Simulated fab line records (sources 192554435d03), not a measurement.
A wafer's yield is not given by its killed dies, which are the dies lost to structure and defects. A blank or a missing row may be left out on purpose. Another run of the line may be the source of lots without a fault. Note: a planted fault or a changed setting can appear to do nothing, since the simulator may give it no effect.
fab line records	flow n5-finfet	part 1 of 2: steps 1 to 21 of 28
[record] lots = 5	wafers = 15	last-day = 19
route steps=1938 shown BEOL_M0_SAQP@639
lots untouched by any fault: they come from a run of this same line in which no faults occurred
start-h: hours from the record's opening day to when the first of the lot's shown wafers began	wait-h: how many hours have passed since the lot's step before this one	" repeats the value in the row above	L1.1+2: a row that stands for several wafers	- no value, or no start was given	* or withheld: withheld	< > ~ a bound
route shown NAME@n: names a module that has steps shown in the file, with the first one's number in the route	usual: average and standard deviation across the fault-free wafers	same: alike in all rows	chamber/n: place in a boat	sites: readings site by site	_std_site: how widely they spread, as a standard deviation	_edge_site: mean of outer sites minus mean of inner sites	radius-mm: for every site, how far away it sits from the centre of the wafer	mask NAME#n: copy n	behind: the tool/chamber that last shaped the wafer	hold: cause of the lot's hold/its duration in hours/its outcome	device: whichever transistor did not switch (one of n, p or np)	end of line: tests of these same wafers at the route's end	step lacking rows: just its recipe	killed: at the first sort, the dies lost to defects and structure; wafer yield is something else	map: dies across one wafer; x = killed, . = not, _ = none there
set.NAME: the run value of the setting; set.NAME@STEP: its run value at that earlier step	model.NAME: the simulator's own value behind a step, which no gauge read
lots seen at some steps along the route; tables by step, rows by wafer
services: a tool's chamber out of use, with start hour (start-h, from the record's first day; less than 0 if before it), hours out, and reason
[[steps]]
[step N5_BEOL_M0_SAQP_THK_MEAS_05]
[usual] thk-nm = 60.2/0.95
lot.wafer	tool	chamber	start-h	wait-h	thk-nm
L074.1	film-metro-02	-	106.20	0.1	59.4
L074.4	"	-	"	"	60.9
L074.6	"	-	"	"	60.6
L081.3	film-metro-01	-	152.38	0.1	59.1
L081.5	"	-	"	"	60.2
L081.6	"	-	"	"	61.6
L082.3	film-metro-01	-	156.67	0.1	59.4
L082.4	"	-	"	"	59.3
L082.6	"	-	"	"	59.8
L085.1	film-metro-01	-	175.07	0.1	59.3
L085.2	"	-	"	"	58.2
L085.4	"	-	"	"	60.0
L097.2	film-metro-01	-	245.84	0.1	59.0
L097.4	"	-	"	"	62.3
L097.6	"	-	"	"	60.8
[step N5_BEOL_M0_SAQP_HM_DEP_111]
[recipe] material = SiO2	target-thk-a = 120	temp-c = 400	precursor = SiH4/N2O	pressure-torr = 0.75	rf-w = 275	time-s = 7.2
[usual] heater-power-outer-w = 499/96	heater-power-w = 816/140	rf-fwd-power-W = 273.1/0.78	showerhead-plenum-p-Torr = 8.23/0.073	susceptor-temp-C = 399.95/0.21
lot.wafer	tool	chamber	start-h	wait-h	heater-power-outer-w	heater-power-w	rf-fwd-power-W	showerhead-plenum-p-Torr	susceptor-temp-C
L074.1	pecvd-03	1	106.24	0.0	418	710	273.6	8.24	399.92
L074.4	"	1	"	"	412	696	272.7	8.21	399.99
L074.6	"	0	"	"	449	738	273.1	8.36	400.00
L081.3	pecvd-03	0	152.41	0.0	405	679	272.8	8.35	400.08
L081.5	"	2	"	"	422	759	271.8	8.18	400.04
L081.6	"	0	"	"	396	659	272.3	8.36	399.77
L082.3	pecvd-02	1	156.71	0.0	370	638	273.0	8.19	400.18
L082.4	"	2	"	"	451	791	273.6	8.25	399.91
L082.6	"	0	"	"	589	908	273.5	8.32	400.04
L085.1	pecvd-03	2	175.11	0.0	491	828	272.5	8.21	399.79
L085.2	"	1	"	"	373	617	273.4	8.23	399.85
L085.4	"	2	"	"	494	850	272.5	8.20	400.08
L097.2	pecvd-03	2	245.88	0.0	478	834	271.6	8.18	399.64
L097.4	"	0	"	"	402	656	273.1	8.38	400.26
L097.6	"	1	"	"	383	638	273.2	8.22	400.19
[step N5_BEOL_M0_SAQP_COAT_81]
[recipe] resist = SOC	temp-c = 250	time-s = 60	spin-rpm = 1500	resist-thk-nm = 100
lot.wafer	tool	chamber	start-h	wait-h
L074.1+4+6	litho-track-04	0	106.31	0.1
L081.3+5+6	litho-track-01	0	152.49	0.1
L082.3+4+6	litho-track-01	0	156.78	0.1
L085.1+2+4	litho-track-01	0	175.21	0.1
L097.2+4+6	litho-track-05	0	245.95	0.1
[step N5_BEOL_M0_SAQP_COAT_82]
[recipe] resist = SiARC	temp-c = 220	time-s = 60	spin-rpm = 1500	resist-thk-nm = 30
lot.wafer	tool	chamber	start-h	wait-h
L074.1+4+6	litho-track-04	0	-	-
L081.3+5+6	litho-track-01	0	-	-
L082.3+4+6	litho-track-01	0	-	-
L085.1+2+4	litho-track-01	0	-	-
L097.2+4+6	litho-track-05	0	-	-
[step N5_BEOL_M0_SAQP_COAT_08]
[recipe] resist = CAR-ArF	spin-rpm = 1500	resist-thk-nm = 90
lot.wafer	tool	chamber	start-h	wait-h
L074.1+4+6	litho-track-04	0	-	-
L081.3+5+6	litho-track-01	0	-	-
L082.3+4+6	litho-track-01	0	-	-
L085.1+2+4	litho-track-01	0	-	-
L097.2+4+6	litho-track-05	0	-	-
[step N5_BEOL_M0_SAQP_EBR_10]
[recipe] solvent = PGMEA	ebr-width-mm = 1.5
lot.wafer	tool	chamber	start-h	wait-h
L074.1+4+6	litho-track-04	0	-	-
L081.3+5+6	litho-track-01	0	-	-
L082.3+4+6	litho-track-01	0	-	-
L085.1+2+4	litho-track-01	0	-	-
L097.2+4+6	litho-track-05	0	-	-
[step N5_BEOL_M0_SAQP_SOFTBAKE_09]
[recipe] temp-c = 110	time-s = 60	resist = CAR-ArF
lot.wafer	tool	chamber	start-h	wait-h
L074.1+4+6	litho-track-04	0	-	-
L081.3+5+6	litho-track-01	0	-	-
L082.3+4+6	litho-track-01	0	-	-
L085.1+2+4	litho-track-01	0	-	-
L097.2+4+6	litho-track-05	0	-	-
[step N5_BEOL_M0_SAQP_EXPOSE_11]
[recipe] mask-id = M0_CORE	na = 1.35	source-shape = dipole	sigma-inner = 0.538	sigma-outer = 0.738	polarization = te	target-cd-nm = 42	dose-mj = 55
[usual] exposure-dose-mJ-cm2 = 54.96/0.061	focus-offset-nm = 0.0/0.48
lot.wafer	tool	chamber	start-h	wait-h	mask	exposure-dose-mJ-cm2	focus-offset-nm
L074.1	arfi-scanner-01	0	106.43	-	M0_CORE#0	54.94	-0.9
L074.4	"	0	"	"	M0_CORE#0	54.96	-0.3
L074.6	"	0	"	"	M0_CORE#0	54.98	0.6
L081.3	arfi-scanner-03	0	152.74	-	M0_CORE#0	54.99	0.7
L081.5	"	0	"	"	M0_CORE#0	54.98	0.0
L081.6	"	0	"	"	M0_CORE#0	55.03	0.1
L082.3	arfi-scanner-01	0	157.04	-	M0_CORE#0	55.01	0.9
L082.4	"	0	"	"	M0_CORE#0	54.96	0.2
L082.6	"	0	"	"	M0_CORE#0	54.90	1.3
L085.1	arfi-scanner-02	0	175.45	-	M0_CORE#0	54.99	0.2
L085.2	"	0	"	"	M0_CORE#0	54.94	-0.4
L085.4	"	0	"	"	M0_CORE#0	54.97	-0.6
L097.2	arfi-scanner-01	0	246.20	-	M0_CORE#0	54.82	-0.1
L097.4	"	0	"	"	M0_CORE#0	54.75	-0.3
L097.6	"	0	"	"	M0_CORE#0	54.85	-0.3
[step N5_BEOL_M0_SAQP_PEB_12]
[recipe] peb-temp-c = withheld	peb-time-s = 60	resist = CAR-ArF
lot.wafer	tool	chamber	start-h	wait-h
L074.1+4+6	litho-track-04	0	106.49	0.1
L081.3+5+6	litho-track-05	0	152.79	0.0
L082.3+4+6	litho-track-05	0	157.09	0.0
L085.1+2+4	litho-track-04	0	175.51	0.1
L097.2+4+6	litho-track-01	0	246.26	0.0
[step N5_BEOL_M0_SAQP_DEVELOP_13]
[recipe] develop-time-s = 30	developer = TMAH	resist = CAR-ArF	dev-temp-c = 23	rinse-liquid = diw	dry = air-spin
lot.wafer	tool	chamber	start-h	wait-h
L074.1+4+6	litho-track-04	0	-	-
L081.3+5+6	litho-track-05	0	-	-
L082.3+4+6	litho-track-05	0	-	-
L085.1+2+4	litho-track-04	0	-	-
L097.2+4+6	litho-track-01	0	-	-
[step N5_BEOL_M0_SAQP_CD_MEAS_14]
[recipe] target-cd-nm = 42.5	landing-energy-ev = 500	detector = se-inlens
[usual] cd-nm = 42.4/0.49
lot.wafer	tool	chamber	start-h	wait-h	cd-nm
L074.1	cd-sem-03	0	106.56	-	42.7
L074.4	"	0	"	"	42.0
L074.6	"	0	"	"	41.7
L081.3	cd-sem-01	0	152.86	-	42.7
L081.5	"	0	"	"	42.4
L081.6	"	0	"	"	42.6
L082.3	cd-sem-01	0	157.15	-	42.2
L082.4	"	0	"	"	42.4
L082.6	"	0	"	"	42.5
L085.1	cd-sem-02	0	175.58	-	42.2
L085.2	"	0	"	"	42.2
L085.4	"	0	"	"	41.7
L097.2	cd-sem-03	0	246.32	-	43.7
L097.4	"	0	"	"	42.6
L097.6	"	0	"	"	43.3
[step N5_BEOL_M0_SAQP_OVL_MEAS_15]
[recipe] points-per-wafer = 44
[usual] M0_CORE_OVL = -0.9/0.81
lot.wafer	tool	chamber	start-h	wait-h	M0_CORE_OVL[nm]
L074.1	overlay-01	0	106.59	0.0	-1.3
L074.4	"	0	"	"	-0.7
L074.6	"	0	"	"	-1.6
L081.3	overlay-02	0	152.89	0.0	-1.5
L081.5	"	0	"	"	-1.5
L081.6	"	0	"	"	-1.9
L082.3	overlay-01	0	157.18	0.0	-1.4
L082.4	"	0	"	"	-1.3
L082.6	"	0	"	"	-2.0
L085.1	overlay-01	0	175.61	0.0	0.9
L085.2	"	0	"	"	-0.2
L085.4	"	0	"	"	0.2
L097.2	overlay-01	0	246.35	0.0	-1.1
L097.4	"	0	"	"	-1.3
L097.6	"	0	"	"	-1.7
[step N5_BEOL_M0_SAQP_INSPECT_16]
[recipe] mode = adi	inspect-instrument = brightfield
[usual] raw-defect-count = 576/170
lot.wafer	tool	chamber	start-h	wait-h	raw-defect-count
L074.1	defect-inspect-01	-	106.61	0.0	455
L074.4	"	-	"	"	428
L074.6	"	-	"	"	552
L081.3	defect-inspect-02	-	152.91	0.0	546
L081.5	"	-	"	"	711
L081.6	"	-	"	"	449
L082.3	defect-inspect-01	-	157.21	0.0	480
L082.4	"	-	"	"	405
L082.6	"	-	"	"	437
L085.1	defect-inspect-02	-	175.63	0.0	654
L085.2	"	-	"	"	729
L085.4	"	-	"	"	682
L097.2	defect-inspect-01	-	246.38	0.0	607
L097.4	"	-	"	"	1037
L097.6	"	-	"	"	478
[step N5_BEOL_M0_SAQP_DESCUM_19]
[recipe] chemistry = O2	time-s = 7.9	source-power-w = 50	bias-power-w = 20	pressure-mtorr = 20	rf-frequency-hz = 2.712e+07	temp-c = 40	resist = CAR-ArF	o2-flow-sccm = 225
[usual] drypump-motor-current-A = 5.73/0.28	oes-product-au = 0.77/0.064	rf-fwd-power-W = 49.40/0.21	rf-vpp-V = 243.0/1.5	showerhead-plenum-p-Torr = 2.07/0.06	throttle-valve-pct = 20.4/0.35
lot.wafer	tool	chamber	start-h	wait-h	drypump-motor-current-A	oes-product-au	rf-fwd-power-W	rf-hours-counter-h	rf-vpp-V	showerhead-plenum-p-Torr	throttle-valve-pct
L074.1	rie-diel-01	0	106.65	0.0	5.63	0.87	49.34	43	242.2	2.06	20.0
L074.4	"	3	"	"	5.86	0.68	49.41	243	244.3	2.12	20.1
L074.6	"	1	"	"	6.12	0.87	49.83	-	245.8	2.10	20.2
L081.3	rie-diel-06	0	152.94	0.0	5.91	0.76	48.94	140	244.0	2.16	20.3
L081.5	"	3	"	"	5.41	0.86	49.55	-	244.8	2.19	20.2
L081.6	"	2	"	"	6.06	0.77	49.44	-	243.2	2.04	20.6
L082.3	rie-diel-05	2	157.24	0.0	5.65	0.70	49.25	226	242.6	2.09	21.0
L082.4	"	1	"	"	5.20	0.72	49.03	165	242.1	2.00	20.7
L082.6	"	2	"	"	5.65	0.70	49.41	-	242.1	2.09	21.0
L085.1	rie-diel-05	3	175.67	0.0	5.76	0.84	49.39	82	241.9	2.02	19.9
L085.2	"	0	"	"	5.79	0.73	49.43	183	243.1	2.08	20.5
L085.4	"	2	"	"	5.63	0.70	49.32	232	243.8	2.09	21.0
L097.2	rie-diel-06	1	246.41	0.0	6.25	0.72	49.57	228	241.1	1.97	20.2
L097.4	"	3	"	"	5.43	0.82	49.52	66	244.5	2.18	20.3
L097.6	"	2	"	"	6.01	0.75	49.55	-	242.0	2.03	20.7
[step N5_BEOL_M0_SAQP_ETCH_83]
[recipe] chemistry = CF4	target = SiARC	target-depth-a = 390	mask-material = CAR-ArF	time-s = 65	ion-energy-ev = 80	pressure-mtorr = 40	source-w = 545	bias-w = 36	Ar_flow_sccm = 100	cf4-flow-sccm = 100	ends = cleared
[usual] drypump-motor-current-A = 5.73/0.28	etch-rf-on-time-s = 65.3/2.2	oes-product-au = 0.66/0.058	rf-fwd-power-W = 538.9/2.2	rf-vpp-V = 183.9/1.1	showerhead-plenum-p-Torr = 2.13/0.069	throttle-valve-pct = 15.62/0.26
lot.wafer	tool	chamber	start-h	wait-h	drypump-motor-current-A	etch-rf-on-time-s	oes-product-au	rf-fwd-power-W	rf-hours-counter-h	rf-vpp-V	showerhead-plenum-p-Torr	throttle-valve-pct
L074.1	rie-diel-01	0	106.68	0.0	5.68	64.9	0.74	538.2	43	184.1	2.09	15.11
L074.4	"	3	"	"	5.86	64.7	0.60	537.8	243	184.7	2.21	15.69
L074.6	"	1	"	"	6.11	66.2	0.73	540.4	-	183.6	2.17	15.46
L081.3	rie-diel-06	0	152.98	0.0	5.88	65.3	0.64	532.4	140	184.0	2.24	15.67
L081.5	"	3	"	"	5.39	67.4	0.72	541.3	-	186.4	2.28	15.66
L081.6	"	2	"	"	6.01	64.8	0.65	540.8	-	181.8	2.06	15.60
L082.3	rie-diel-05	2	157.27	0.0	5.66	70.7	0.58	540.6	226	184.4	2.12	16.02
L082.4	"	1	"	"	5.20	65.9	0.63	538.5	165	184.8	2.05	15.89
L082.6	"	2	"	"	5.66	70.7	0.58	539.8	-	184.1	2.11	16.02
L085.1	rie-diel-05	3	175.70	0.0	5.77	62.4	0.73	536.5	82	184.0	2.09	15.26
L085.2	"	0	"	"	5.74	66.4	0.62	537.4	183	184.6	2.12	15.71
L085.4	"	2	"	"	5.65	69.9	0.58	538.2	232	182.9	2.11	16.04
L097.2	rie-diel-06	1	246.44	0.0	6.24	63.0	0.63	538.7	228	182.2	2.04	15.52
L097.4	"	3	"	"	5.43	66.5	0.70	541.8	66	184.4	2.27	15.70
L097.6	"	2	"	"	6.02	64.8	0.63	540.3	-	182.3	2.05	15.65
[step N5_BEOL_M0_SAQP_ETCH_84]
[recipe] chemistry = N2/H2	target = SOC	target-depth-a = 1000	overetch-a = 200	mask-material = SiARC	temp-c = 40	time-s = 150	ion-energy-ev = 200	pressure-mtorr = 30	source-w = 840	bias-w = 150	n2-flow-sccm = 200	h2-flow-sccm = 200
[usual] drypump-motor-current-A = 5.73/0.28	oes-product-au = 0.69/0.054	rf-fwd-power-W = 836.2/2.7	rf-vpp-V = 523.4/2.4	showerhead-plenum-p-Torr = 2.52/0.085	throttle-valve-pct = 17.81/0.28
lot.wafer	tool	chamber	start-h	wait-h	drypump-motor-current-A	oes-product-au	rf-fwd-power-W	rf-hours-counter-h	rf-vpp-V	showerhead-plenum-p-Torr	throttle-valve-pct
L074.1	rie-diel-01	0	106.73	0.0	5.67	0.78	835.8	43	522.2	2.48	17.29
L074.4	"	3	"	"	5.85	0.63	833.9	243	525.4	2.58	17.56
L074.6	"	1	"	"	6.13	0.78	836.0	-	524.0	2.60	17.89
L081.3	rie-diel-06	0	153.03	0.0	5.90	0.68	832.8	140	527.0	2.64	17.90
L081.5	"	3	"	"	5.45	0.77	837.8	-	528.2	2.70	17.80
L081.6	"	2	"	"	6.02	0.69	838.3	-	521.7	2.48	18.14
L082.3	rie-diel-05	2	157.32	0.0	5.64	0.64	839.3	226	520.9	2.51	18.20
L082.4	"	1	"	"	5.19	0.66	836.6	165	520.6	2.41	17.90
L082.6	"	2	"	"	5.65	0.64	838.3	-	523.0	2.51	18.21
L085.1	rie-diel-05	3	175.75	0.0	5.77	0.74	834.5	82	522.7	2.47	17.49
L085.2	"	0	"	"	5.79	0.66	834.4	183	524.2	2.52	17.81
L085.4	"	2	"	"	5.65	0.63	833.3	232	523.3	2.50	18.20
L097.2	rie-diel-06	1	246.49	0.0	6.26	0.64	833.7	228	520.4	2.42	17.70
L097.4	"	3	"	"	5.45	0.73	835.9	66	527.9	2.69	17.84
L097.6	"	2	"	"	6.02	0.66	839.5	-	521.8	2.47	18.20
[step N5_BEOL_M0_SAQP_STRIP_80]
[recipe] chemistry = N2/H2	temp-c = 40	n2-flow-sccm = 200	h2-flow-sccm = 200	rf-frequency-hz = 6e+07
lot.wafer	tool	chamber	start-h	wait-h
L074.1+4+6	rie-diel-01	0,3,1	106.83	0.0
L081.3+5+6	rie-diel-06	0,3,2	153.13	0.0
L082.3+4+6	rie-diel-05	2,1,2	157.42	0.0
L085.1+2+4	rie-diel-05	3,0,2	175.85	0.0
L097.2+4+6	rie-diel-06	1,3,2	246.59	0.0
[step N5_BEOL_M0_SAQP_HM_OPEN_112]
[recipe] chemistry = CHF3/O2	target = SiO2	stop-on = a-Si	target-depth-a = 120	over-etch-frac = 1.25	mask-material = SOC	time-s = 13.5	pressure-mtorr = 30	source-w = 650	bias-w = 170	Ar_flow_sccm = 200	CHF3_flow_sccm = 50	O2_flow_sccm = 5	ion-energy-ev = 200	ends = end-point
[usual] drypump-motor-current-A = 5.73/0.28	oes-product-au = 0.51/0.04	rf-fwd-power-W = 644.9/2.4	rf-vpp-V = 519/10	showerhead-plenum-p-Torr = 2.40/0.084	throttle-valve-pct = 18.84/0.26
[same] over-etch-frac = 1.25
lot.wafer	tool	chamber	start-h	wait-h	drypump-motor-current-A	oes-product-au	rf-fwd-power-W	rf-hours-counter-h	rf-vpp-V	showerhead-plenum-p-Torr	throttle-valve-pct
L074.1	rie-diel-01	0	106.84	0.0	5.67	0.56	643.2	43	519	2.37	18.41
L074.4	"	3	"	"	5.87	0.47	646.1	243	505	2.48	18.79
L074.6	"	1	"	"	6.12	0.57	644.0	-	536	2.47	18.87
L081.3	rie-diel-06	0	153.14	0.0	5.90	0.50	644.2	140	532	2.53	18.97
L081.5	"	3	"	"	5.42	0.57	643.8	-	529	2.56	18.91
L081.6	"	2	"	"	6.00	0.50	640.8	-	506	2.31	18.80
L082.3	rie-diel-05	2	157.43	0.0	5.67	0.46	647.5	226	511	2.37	19.18
L082.4	"	1	"	"	5.13	0.49	644.7	165	528	2.30	19.04
L082.6	"	2	"	"	5.67	0.47	647.0	-	510	2.37	19.19
L085.1	rie-diel-05	3	175.86	0.0	5.76	0.55	645.9	82	526	2.34	18.44
L085.2	"	0	"	"	5.79	0.47	643.8	183	513	2.39	18.96
L085.4	"	2	"	"	5.65	0.48	644.9	232	511	2.37	19.19
L097.2	rie-diel-06	1	246.60	0.0	6.24	0.47	646.2	228	501	2.28	18.63
L097.4	"	3	"	"	5.41	0.54	644.7	66	528	2.55	18.96
L097.6	"	2	"	"	6.04	0.48	648.9	-	504	2.30	18.86
[step N5_BEOL_M0_SAQP_STRIP_113]
[recipe] chemistry = CHF3/O2	resist = SiARC	rf-frequency-hz = 6e+07
lot.wafer	tool	chamber	start-h	wait-h
L074.1+4+6	rie-diel-01	0,3,1	106.89	0.0
L081.3+5+6	rie-diel-06	0,3,2	153.19	0.0
L082.3+4+6	rie-diel-05	2,1,2	157.48	0.0
L085.1+2+4	rie-diel-05	3,0,2	175.91	0.0
L097.2+4+6	rie-diel-06	1,3,2	246.65	0.0
[step N5_BEOL_M0_SAQP_MANDREL_ETCH_20]
[recipe] target-depth-a = 600	chemistry = HBr/Cl2	target = a-Si	stop-on = SiNx	bt-time-s = 10	mask-material = SOC	over-etch-frac = 0.5	time-s = 30	pressure-mtorr = 10	icp-w = 800	bias-w = 75	HBr_flow_sccm = 150	Cl2_flow_sccm = 80	ends = end-point
[usual] drypump-motor-current-A = 5.5/0.32	oes-product-au = 0.771/0.014	rf-fwd-power-W = 795.3/2.6	throttle-valve-pct = 35.4/0.48
[same] over-etch-frac = 0.5
lot.wafer	tool	chamber	start-h	wait-h	drypump-motor-current-A	oes-product-au	rf-fwd-power-W	rf-hours-counter-h	throttle-valve-pct
L074.1	rie-si-02	2	106.92	0.0	5.7	0.775	791.6	66	36.6
L074.4	"	1	"	"	5.8	0.787	796.4	-	35.6
L074.6	"	2	"	"	5.7	0.784	795.8	-	36.5
L081.3	rie-si-06	0	153.22	0.0	5.8	0.765	794.0	108	34.6
L081.5	"	1	"	"	5.4	0.761	796.3	-	35.4
L081.6	"	2	"	"	5.4	0.779	795.1	-	35.5
L082.3	rie-si-05	0	157.51	0.0	5.2	0.762	797.1	161	35.4
L082.4	"	2	"	"	5.3	0.779	792.8	79	34.9
L082.6	"	3	"	"	5.5	0.759	797.9	-	35.4
L085.1	rie-si-05	1	175.94	0.0	5.8	0.764	799.3	151	36.0
L085.2	"	3	"	"	5.5	0.745	798.4	146	35.4
L085.4	"	0	"	"	5.2	0.768	792.6	162	35.4
L097.2	rie-si-06	0	246.69	0.0	5.7	0.766	794.6	110	34.5
L097.4	"	1	"	"	5.4	0.771	793.1	178	35.3
L097.6	"	0	"	"	5.8	0.773	792.9	-	34.5
[step N5_BEOL_M0_SAQP_STRIP_86]
[recipe] chemistry = N2/H2	power-w = 500	temp-c = 40	pressure-mtorr = 50	rf-frequency-hz = 6e+07	overash-fraction = 0.3	bias-power-w = 28	h2-frac = 0.5	n2-flow-sccm = 300	h2-flow-sccm = 300
[usual] drypump-motor-current-A = 5.78/0.3	oes-product-au = 0.77/0.061	rf-vpp-V = 121.7/1.4	showerhead-plenum-p-Torr = 3.34/0.12	throttle-valve-pct = 18.9/0.41
[same] overash-fraction = 0.3
lot.wafer	tool	chamber	start-h	wait-h	drypump-motor-current-A	oes-product-au	rf-hours-counter-h	rf-vpp-V	showerhead-plenum-p-Torr	throttle-valve-pct
L074.1	rie-diel-06	1	107.02	0.1	6.27	0.75	192	118.1	3.22	18.6
L074.4	"	2	"	"	6.04	0.80	104	120.3	3.28	19.7
L074.6	"	1	"	"	6.26	0.75	-	121.5	3.22	18.5
L081.3	rie-diel-05	2	153.33	0.1	5.65	0.71	225	122.1	3.31	19.1
L081.5	"	3	"	"	5.77	0.85	-	124.1	3.27	18.5
L081.6	"	2	"	"	5.68	0.70	-	122.5	3.31	19.1
L082.3	rie-diel-06	3	157.61	0.1	5.40	0.85	41	122.8	3.56	18.8
L082.4	"	2	"	"	6.05	0.77	117	120.4	3.27	19.7
L082.6	"	2	"	"	6.05	0.77	-	120.2	3.27	19.7
L085.1	rie-diel-05	0	176.04	0.1	5.81	0.73	183	121.8	3.32	18.7
L085.2	"	3	"	"	5.76	0.84	82	121.0	3.27	18.5
L085.4	"	2	"	"	5.67	0.71	232	123.4	3.31	19.1
L097.2	rie-diel-05	3	246.79	0.1	5.77	0.82	106	119.5	3.26	18.5
L097.4	"	1	"	"	5.19	0.70	-	121.2	3.18	18.6
L097.6	"	3	"	"	5.76	0.81	-	121.2	3.26	18.6
